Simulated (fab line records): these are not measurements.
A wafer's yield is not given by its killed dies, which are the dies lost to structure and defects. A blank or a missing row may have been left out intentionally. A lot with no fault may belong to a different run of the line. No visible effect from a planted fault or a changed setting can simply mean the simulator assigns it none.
Chamber matching	flow n5-finfet	N5_BEOL_M2_STRIP_36 on rie-diel-06: 4 sister chambers
The step strips in N2/H2. 4 wafers are shown with their chamber, then 7 later ones without.

WAFERS WITH THEIR CHAMBER
wafer	chamber	showerhead-plenum-p-Torr (Torr)
L074.2	1	2.51
L083.1	3	2.63
L092.1	2	2.49
L092.2	0	2.64

WAFERS WHOSE CHAMBER IS MISSING
wafer	showerhead-plenum-p-Torr (Torr)
L092.3	2.63
L095.1	2.48
L095.2	2.62
L095.3	2.63
L095.4	2.62
L095.5	2.64
L095.6	2.48

WHICH CHAMBER EACH WENT THROUGH
wafer	from the rows above	in truth
L092.3	can't be placed: 3 or 0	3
L095.1	2	2
L095.2	can't be placed: 3 or 0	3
L095.3	can't be placed: 3 or 0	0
L095.4	can't be placed: 3 or 0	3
L095.5	can't be placed: 0 or 3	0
L095.6	2	2
Correctly placed: 2 of 7. Not placeable from these rows: 5 (in 5, the candidates include the true chamber). 0 placed wrongly.
How it was worked out, from the rows above alone: a wafer's distance from a chamber is the root of the sum, over the readings, of the square of ((its reading less the chamber's mean) divided by the reading's scatter). The wafer belongs to the nearest chamber; if the next one is less than 2 further off, it can't be placed. Each chamber's mean is taken over the wafers shown for it. The scatter: root of mean squared gap, hidden wafer to nearest shown wafer, with one shown wafer a chamber.
